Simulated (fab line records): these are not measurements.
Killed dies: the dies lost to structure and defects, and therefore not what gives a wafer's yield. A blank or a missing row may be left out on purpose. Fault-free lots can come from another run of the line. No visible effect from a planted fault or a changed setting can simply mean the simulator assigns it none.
fab line records	flow n5_finfet
[record] lots = 10	wafers = 28	last_day = 18
route steps=1938 shown SD_EPI_P@306 ILD0@342 SDB@357 BEOL_M4@1111
lots untouched by any fault: they come from a run of this same line in which no faults occurred
start_h: the number of hours between the record's first day and the start of the first shown wafer of the lot	wait_h: hours from the lot's prior step to this one	" unchanged from the row above	L1.1+2: a single row standing in for several wafers	- either no value or no given start	* or withheld: withheld	< > ~ a bound
route shown NAME@n: names a module that has steps shown in the file, with the first one's number in the route	usual: mean/standard deviation of fault-free wafers	same: alike in all rows	chamber/n: place in a boat	sites: the reading at each site	_std_site: the standard deviation of these	_edge_site: outer sites' mean less inner sites'	radius_mm: for every site, how far away it sits from the centre of the wafer	mask NAME#n: copy n	behind: tool/chamber where the wafer was last shaped	hold: why the lot was held/for how many hours/how that ended	device: names the non-switching transistor (n, p or np)	end of line: at the end of the route, the tests of the same wafers	a step with no rows: only its recipe	killed: dies lost to structure and defects at the first sort, not the wafer's yield	map: shows each die of a wafer: x if killed, . if not, _ if none is there
set.NAME: the run value of the setting; set.NAME@STEP: its run value at that earlier step	model.NAME: the simulator's own value behind a step, which no gauge read
one table for each step of the route and one row for each wafer, over a sample of lots
services: from which hour (start_h, from the record's first day; less than 0 if before it) a tool's chamber was out of use, for how many hours, and why
[[steps]]
[step N5_SD_EPI_P_DESCUM_14]
[recipe] chemistry = O2	time_s = 7.9	source_power_w = 50	bias_power_w = 20	pressure_mtorr = 20	rf_frequency_hz = 2.712e+07	temp_c = 40	resist = CAR-ArF-block	o2_flow_sccm = 225
[usual] drypump_motor_current_A = 5.60/0.28	oes_product_au = 0.78/0.07	rf_fwd_power_W = 49.34/0.23	rf_vpp_V = 243.7/1.1	showerhead_plenum_p_Torr = 2.13/0.041	throttle_valve_pct = 20.38/0.22
lot.wafer	tool	chamber	start_h	wait_h	drypump_motor_current_A	oes_product_au	rf_fwd_power_W	rf_hours_counter_h	rf_vpp_V	showerhead_plenum_p_Torr	throttle_valve_pct
L296.2	rie_diel-01	1	54.05	0.4	5.96	0.72	48.97	191	244.3	2.19	20.91
L296.3	"	0	"	"	6.08	0.67	49.47	228	245.1	2.17	20.86
L296.4	"	2	"	"	5.27	0.71	49.38	189	242.0	2.09	20.35
L297.1	rie_diel-05	3	60.36	0.0	5.54	0.72	49.24	182	242.7	2.08	20.64
L297.4	"	0	"	"	6.04	0.79	48.76	134	245.5	2.19	20.25
L297.6	"	1	"	"	5.31	0.85	49.53	-	241.9	2.13	20.18
L298.2	rie_diel-05	1	64.59	0.0	5.25	0.84	49.29	55	245.1	2.13	20.19
L298.3	"	3	"	"	5.56	0.72	49.57	183	242.0	2.08	20.65
L298.5	"	2	"	"	5.56	0.92	49.46	-	245.0	2.13	20.23
L300.2	rie_diel-06	1	77.78	0.1	5.26	0.69	49.25	238	242.9	2.15	20.46
L300.5	"	1	"	"	5.25	0.69	49.19	-	243.4	2.15	20.45
L300.6	"	0	"	"	5.82	0.75	49.36	-	244.2	2.16	20.26
L303.3	rie_diel-05	0	98.88	0.0	6.04	0.77	48.98	144	245.2	2.19	20.27
L303.5	"	2	"	"	5.56	0.88	49.75	-	243.9	2.12	20.27
L303.6	"	3	"	"	5.54	0.71	49.27	-	243.2	2.08	20.64
L305.1	rie_diel-05	0	107.63	0.0	5.98	0.77	49.09	146	245.0	2.19	20.25
L305.3	"	2	"	"	5.56	0.87	49.68	30	242.8	2.12	20.28
L305.4	"	1	"	"	5.25	0.83	49.39	66	244.8	2.12	20.19
L314.2	rie_diel-05	3	159.90	0.0	5.54	0.70	49.10	210	242.5	2.07	20.68
L314.6	"	0	"	"	6.03	0.76	49.14	-	244.8	2.18	20.28
L316.3	rie_diel-05	2	176.61	0.3	5.56	0.86	49.65	50	242.1	2.12	20.31
L316.4	"	0	"	"	5.99	0.76	49.10	165	244.4	2.18	20.27
L316.6	"	2	"	"	5.55	0.84	49.61	-	243.7	2.12	20.30
L318.1	rie_diel-01	2	188.29	0.0	5.26	0.67	49.57	232	242.6	2.08	20.42
L318.4	"	3	"	"	5.78	0.75	49.51	199	243.8	2.14	20.04
L318.6	"	2	"	"	5.25	0.68	49.47	-	242.9	2.08	20.41
L319.1	rie_diel-05	1	195.11	0.0	5.24	0.80	49.33	91	243.6	2.11	20.22
L319.4	"	0	"	"	6.06	0.75	49.10	171	244.5	2.18	20.31
[step N5_ILD0_PRECLEAN_10]
[recipe] chemistry = NF3:NH3	afs_cycles = 5	time_s = 20	temp_c = 30	sublimation_temp_c = 180	sublimation_time_s = 60	pressure_torr = 3	rf_power_w = 30
[usual] time_s = 20/0
lot.wafer	tool	chamber	start_h	wait_h	time_s
L296.2	remote_plasma-02	1	61.83	0.1	20
L296.3	"	1	"	"	20
L296.4	"	1	"	"	20
L297.1	remote_plasma-02	0	67.91	0.0	20
L297.4	"	0	"	"	20
L297.6	"	0	"	"	20
L298.2	remote_plasma-02	1	72.77	0.1	20
L298.3	"	1	"	"	20
L298.5	"	1	"	"	20
L300.2	remote_plasma-01	0	85.90	0.1	20
L300.5	"	0	"	"	20
L300.6	"	0	"	"	20
L303.3	remote_plasma-01	0	106.72	0.3	20
L303.5	"	0	"	"	20
L303.6	"	0	"	"	20
L305.1	remote_plasma-02	0	115.52	0.0	20
L305.3	"	0	"	"	20
L305.4	"	0	"	"	20
L314.2	remote_plasma-02	0	167.59	0.1	20
L314.6	"	0	"	"	22.945
L316.3	remote_plasma-02	1	185.48	0.3	22.945
L316.4	"	1	"	"	20
L316.6	"	1	"	"	22.945
L318.1	remote_plasma-01	1	196.18	0.0	20
L318.4	"	1	"	"	20
L318.6	"	1	"	"	20
L319.1	remote_plasma-01	1	203.11	0.0	20
L319.4	"	1	"	"	20
[step N5_SDB_OVL_MEAS_12]
[recipe] points_per_wafer = 44
[usual] SDB_OVL = -0.4/0.76
lot.wafer	tool	chamber	start_h	wait_h	SDB_OVL[nm]
L296.2	overlay-02	0	65.44	0.0	-0.5
L296.3	"	0	"	"	-0.1
L296.4	"	0	"	"	-1.5
L297.1	overlay-01	0	72.04	0.0	0.4
L297.4	"	0	"	"	-1.1
L297.6	"	0	"	"	0.0
L298.2	overlay-01	0	76.37	0.0	-1.6
L298.3	"	0	"	"	-1.0
L298.5	"	0	"	"	-0.5
L300.2	overlay-01	0	89.76	0.0	0.2
L300.5	"	0	"	"	-0.6
L300.6	"	0	"	"	-1.3
L303.3	overlay-02	0	110.14	0.0	-0.3
L303.5	"	0	"	"	0.1
L303.6	"	0	"	"	-1.3
L305.1	overlay-01	0	119.45	0.0	-1.3
L305.3	"	0	"	"	-1.2
L305.4	"	0	"	"	0.4
L314.2	overlay-01	0	171.08	0.0	-0.8
L314.6	"	0	"	"	0.7
L316.3	overlay-02	0	191.92	0.0	0.2
L316.4	"	0	"	"	0.7
L316.6	"	0	"	"	0.4
L318.1	overlay-01	0	199.78	0.0	-0.6
L318.4	"	0	"	"	-0.1
L318.6	"	0	"	"	-1.3
L319.1	overlay-02	0	206.83	0.0	-0.7
L319.4	"	0	"	"	-0.8
[step N5_SDB_DESCUM_16]
[recipe] chemistry = O2	time_s = 7.9	source_power_w = 50	bias_power_w = 20	pressure_mtorr = 20	rf_frequency_hz = 2.712e+07	temp_c = 40	resist = CAR-ArF	o2_flow_sccm = 225
[usual] drypump_motor_current_A = 5.6/0.51	oes_product_au = 0.78/0.096	rf_fwd_power_W = 49.42/0.21	rf_vpp_V = 243.0/1.4	showerhead_plenum_p_Torr = 2.08/0.064	throttle_valve_pct = 20.44/0.23
lot.wafer	tool	chamber	start_h	wait_h	drypump_motor_current_A	oes_product_au	rf_fwd_power_W	rf_hours_counter_h	rf_vpp_V	showerhead_plenum_p_Torr	throttle_valve_pct
L296.2	rie_diel-04	3	65.50	0.0	6.2	0.72	49.27	219	241.7	2.07	20.47
L296.3	"	0	"	"	5.0	0.71	49.47	213	244.2	2.05	20.48
L296.4	"	1	"	"	6.0	0.77	49.45	156	244.7	2.18	20.76
L297.1	rie_diel-04	1	72.10	0.0	6.0	0.76	49.07	158	243.7	2.18	20.77
L297.4	"	0	"	"	5.0	0.71	49.25	215	243.3	2.05	20.48
L297.6	"	0	"	"	5.0	0.71	49.29	-	241.4	2.05	20.47
L298.2	rie_diel-03	1	76.43	0.0	5.3	0.88	49.37	40	242.6	2.07	20.23
L298.3	"	3	"	"	5.2	0.78	49.71	107	245.3	2.17	20.22
L298.5	"	3	"	"	5.2	0.77	49.67	-	245.0	2.17	20.22
L300.2	rie_diel-04	2	89.82	0.0	5.1	0.72	49.56	233	243.0	2.08	20.58
L300.5	"	0	"	"	5.0	0.70	49.47	-	241.7	2.05	20.48
L300.6	"	3	"	"	6.2	0.71	49.07	-	242.0	2.07	20.48
L303.3	rie_diel-03	3	110.20	0.0	5.2	0.77	49.49	119	245.0	2.17	20.23
L303.5	"	2	"	"	5.9	0.73	49.44	-	242.9	2.09	20.46
L303.6	"	1	"	"	5.3	0.86	49.23	-	240.6	2.06	20.25
L305.1	rie_diel-02	2	119.51	0.0	5.1	0.89	49.15	37	243.1	2.05	20.29
L305.3	"	3	"	"	5.3	0.99	49.99	6	244.8	2.24	20.28
L305.4	"	0	"	"	5.1	0.72	49.62	196	242.1	1.98	20.81
L314.2	rie_diel-04	1	171.24	0.1	6.0	0.73	49.25	194	245.5	2.17	20.82
L314.6	"	1	"	"	6.0	0.74	49.45	-	245.0	2.17	20.82
L316.3	rie_diel-02	2	192.13	0.2	5.1	0.84	49.54	65	241.4	2.04	20.32
L316.4	"	3	"	"	5.3	0.90	49.51	35	244.3	2.23	20.28
L316.6	"	2	"	"	5.1	0.85	49.56	-	241.6	2.04	20.34
L318.1	rie_diel-04	2	199.83	0.0	5.1	0.92	49.92	17	241.2	2.06	20.31
L318.4	"	2	"	"	5.1	0.92	49.72	-	242.6	2.06	20.32
L318.6	"	3	"	"	6.2	0.92	49.42	-	243.6	2.06	20.09
L319.1	rie_diel-03	0	206.89	0.0	6.1	0.89	49.44	33	242.6	2.06	20.72
L319.4	"	2	"	"	5.8	0.69	49.32	-	243.5	2.08	20.53
[step N5_BEOL_M4_RC_MEAS_101]
[usual] DIBL_N = 35.8/1.5	DIBL_P = 35.9/1.8	IOFF_N = 0.152/0.025	IOFF_P = 0.21/0.031	ION_N = 672/11	ION_P = 462/7.4	SS_N = 71.5/0.52	SS_P = 73.2/0.54	VT_N = 250/3	VT_P = -250/3.3
lot.wafer	tool	chamber	start_h	wait_h	DIBL_N[mV/V]	DIBL_P[mV/V]	IOFF_N[nA/um]	IOFF_P[nA/um]	ION_N[uA/um]	ION_P[uA/um]	SS_N[mV/dec]	SS_P[mV/dec]	VT_N[mV]	VT_P[mV]
L297.1	prober-01	0	166.18	0.0	35.7	36.5	0.146	0.19	670	454	72.9	72.9	251	-253
L297.4	"	0	"	"	38.0	38.4	0.192	0.21	672	457	73.0	73.7	250	-249
L297.6	"	0	"	"	37.1	37.1	0.176	0.20	682	455	72.7	73.0	251	-249
L296.2	prober-02	0	172.02	0.2	37.7	37.6	0.168	0.25	681	470	71.9	73.4	250	-247
L296.3	"	0	"	"	35.8	35.2	0.146	0.20	669	463	71.5	73.2	250	-248
L296.4	"	0	"	"	35.6	36.1	0.145	0.22	672	472	71.4	72.5	251	-248
L298.2	prober-02	0	178.93	0.2	37.5	36.4	0.161	0.23	675	467	71.4	73.3	249	-247
L298.3	"	0	"	"	38.5	38.3	0.195	0.27	690	474	72.0	73.9	244	-245
L298.5	"	0	"	"	35.5	34.8	0.131	0.20	665	465	71.7	73.3	251	-248
L300.2	prober-01	0	199.76	0.2	33.9	34.8	0.122	0.16	670	457	70.9	72.9	250	-254
L300.5	"	0	"	"	34.9	35.9	0.143	0.17	674	452	70.7	73.0	251	-252
L300.6	"	0	"	"	34.1	35.4	0.125	0.16	665	459	71.5	72.6	251	-256
L303.3	prober-02	0	209.16	0.3	37.0	36.6	0.143	0.19	670	459	71.6	73.8	252	-255
L303.5	"	0	"	"	37.5	37.7	0.146	0.19	665	453	71.9	74.1	254	-255
L303.6	"	0	"	"	35.0	33.7	0.112	0.14	661	450	71.4	72.9	256	-259
L305.1	prober-01	0	230.98	0.0	35.9	35.9	0.158	0.21	673	464	71.3	72.6	248	-245
L305.3	"	0	"	"	36.2	36.9	0.169	0.23	684	469	71.0	73.7	248	-248
L305.4	"	0	"	"	35.8	36.0	0.161	0.21	685	466	70.9	73.8	248	-251
L314.2	prober-02	0	271.59	0.2	35.1	37.7	0.185	0.25	683	467	71.7	73.6	247	-248
L314.6	"	0	"	"	34.1	36.0	0.154	0.21	675	460	71.2	72.7	250	-248
L316.3	prober-01	0	289.49	0.3	34.0	34.4	0.141	0.21	664	463	72.0	73.1	252	-247
L316.4	"	0	"	"	33.5	34.2	0.127	0.20	648	457	70.8	72.4	253	-247
L316.6	"	0	"	"	34.8	36.0	0.159	0.24	689	473	71.4	73.4	249	-246
L318.1	prober-01	0	303.34	0.0	36.0	35.4	0.146	0.22	676	467	71.5	73.1	251	-249
L318.4	"	0	"	"	35.9	35.9	0.154	0.23	678	466	71.8	73.0	246	-248
L318.6	"	0	"	"	35.4	35.1	0.144	0.21	693	468	71.3	72.4	251	-248
L319.1	prober-02	0	321.00	0.0	35.6	35.7	0.151	0.21	666	465	71.9	73.4	251	-251
L319.4	"	0	"	"	35.0	34.9	0.137	0.19	675	472	71.3	72.8	256	-253
[[services]]
tool	chamber	start_h	hours	kind
rie_diel-01	0	35.29	4.0	repair
remote_plasma-02	-	35.39	0.4	repair
rie_diel-03	0	63.04	1.6	repair
rie_diel-05	1	73.51	5.2	repair
rie_diel-02	3	87.23	-	clean
rie_diel-03	1	129.58	13.2	repair
rie_diel-06	1	130.63	9.8	repair
rie_diel-04	2	139.87	-	clean
rie_diel-04	2	139.87	-	consumable_replace:focus_ring
rie_diel-04	2	139.87	23.9	scheduled_down
rie_diel-04	2	139.87	23.9	vent_cycle
rie_diel-06	2	149.71	12.8	repair
rie_diel-01	3	157.99	1.5	repair
rie_diel-04	3	163.89	-	clean
rie_diel-04	3	163.89	-	consumable_replace:focus_ring
rie_diel-04	3	163.89	13.6	scheduled_down
rie_diel-04	3	163.89	13.6	vent_cycle
rie_diel-06	1	177.25	22.2	repair
rie_diel-04	0	177.63	-	clean
rie_diel-04	0	177.63	-	consumable_replace:focus_ring
rie_diel-04	0	177.63	29.9	scheduled_down
rie_diel-04	0	177.63	29.9	vent_cycle
rie_diel-06	2	194.15	4.6	repair
rie_diel-03	1	204.96	8.0	repair
[[key]]
[first_sign] step = N5_ILD0_PRECLEAN_10	reading = time_s	direction = up	sigmas = 99+	usual = *	struck = *
effect none on later readings
met_at N5_ILD0_PRECLEAN_10
struck_lots L314,L316
struck_wafers L314.6,L316.3,L316.6
not_acting_at N5_SD_EPI_P_DESCUM_14,N5_SDB_OVL_MEAS_12,N5_SDB_DESCUM_16
onset_between 115.52 167.59
[fault] kind = process_parameter_drift	tool = remote_plasma-02	chamber = -	onset_h = 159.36	steps = N5_ILD0_PRECLEAN_10	channel = time_s	offset = *	shape = step	end_h = 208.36	scope = struck_wafers_only	acts_in = *	stated = *
